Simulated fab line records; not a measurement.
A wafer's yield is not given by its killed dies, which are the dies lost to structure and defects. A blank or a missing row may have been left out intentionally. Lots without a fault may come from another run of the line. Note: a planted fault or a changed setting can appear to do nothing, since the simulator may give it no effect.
Which tool was responsible? + flow nand harc + Sampling: 11 lots, 33 wafers, 3 of 1302 route steps

WHAT EACH GAUGE READ, for each wafer
NHARC_P_M2_INSPECT_27.
| lot  | measured     | on                | raw defect count |
|------|--------------|-------------------|------------------|
| L075 | day 6 20:47  | defect inspect-01 | 236 751 506      |
| L078 | day 8 08:22  | defect inspect-01 | 180 228 249      |
| L080 | day 9 12:16  | defect inspect-01 | 575 249 462      |
| L082 | day 9 17:49  | defect inspect-01 | 434 214 328      |
| L084 | day 10 13:22 | defect inspect-02 | 644 646 339      |
| L086 | day 11 10:30 | defect inspect-02 | 233 287 181      |
| L088 | day 12 12:25 | defect inspect-02 | 223 284 356      |
| L090 | day 13 07:11 | defect inspect-02 | 480 361 419      |
| L092 | day 13 22:58 | defect inspect-02 | 325 268 196      |
| L094 | day 14 22:25 | defect inspect-02 | 322 315 384      |
| L096 | day 15 22:58 | defect inspect-01 | 252 369 273      |

EACH LOT AND THE TOOL THAT RAN IT (in order: tool; ch and the chambers of the sampled wafers; start)
| lot  | NHARC_P_ZERO_WELL_DESCUM_39        | NHARC_P_M1_STRIP_18                |
|------|------------------------------------|------------------------------------|
| L075 | rie diel-13 ch 1,2, day 2 10:12    | rie diel-07 ch 1,2,3, day 6 14:18  |
| L078 | rie diel-13 ch 0,2,3, day 3 16:11  | rie diel-08 ch 1,2, day 8 02:01    |
| L080 | rie diel-07 ch 1,3, day 4 19:20    | rie diel-09 ch 2,3, day 9 05:36    |
| L082 | rie diel-13 ch 0,1,2, day 5 08:26  | rie diel-08 ch 0,3, day 9 11:28    |
| L084 | rie diel-13 ch 1,2,3, day 6 04:44  | rie diel-09 ch 0,1, day 10 06:49   |
| L086 | rie diel-13 ch 2,3, day 7 00:15    | rie diel-09 ch 1,2, day 11 04:00   |
| L088 | rie diel-13 ch 0,3, day 7 20:08    | rie diel-08 ch 0,3, day 12 05:55   |
| L090 | rie diel-03 ch 0,2,3, day 8 16:10  | rie diel-08 ch 0,1,3, day 13 00:49 |
| L092 | rie diel-13 ch 0,1,2, day 9 12:24  | rie diel-07 ch 0,1,3, day 13 16:23 |
| L094 | rie diel-03 ch 1,3, day 10 08:22   | rie diel-08 ch 0,1,2, day 14 15:49 |
| L096 | rie diel-07 ch 0,1,2, day 11 11:18 | rie diel-09 ch 0,3, day 15 16:28   |
- NHARC_P_ZERO_WELL_DESCUM_39: chemistry O2, time 3 s.
- NHARC_P_M1_STRIP_18: strips in N2/H2.

THE ANSWER, worked out from the rows above alone
Rule: the lots themselves supply what counts as usual. The widest of any qualifying gaps counts: lots, ordered by their means at a reading, are off when they make up no more than a third of the lots, leave a main group of 4 or more, and stand apart from it by 3 or more times the standard deviation of that group's means. A main group whose means are all the same, to the digits that the tables above print for the reading, isn't used. Also off: a lot with no number at a reading for which 4 or more lots have one. The other lots that the step has rows for count as sound.
No lot is off on any of the readings shown, so nothing can be concluded from this.

WHAT HAD BEEN PUT IN BY THE SIMULATOR
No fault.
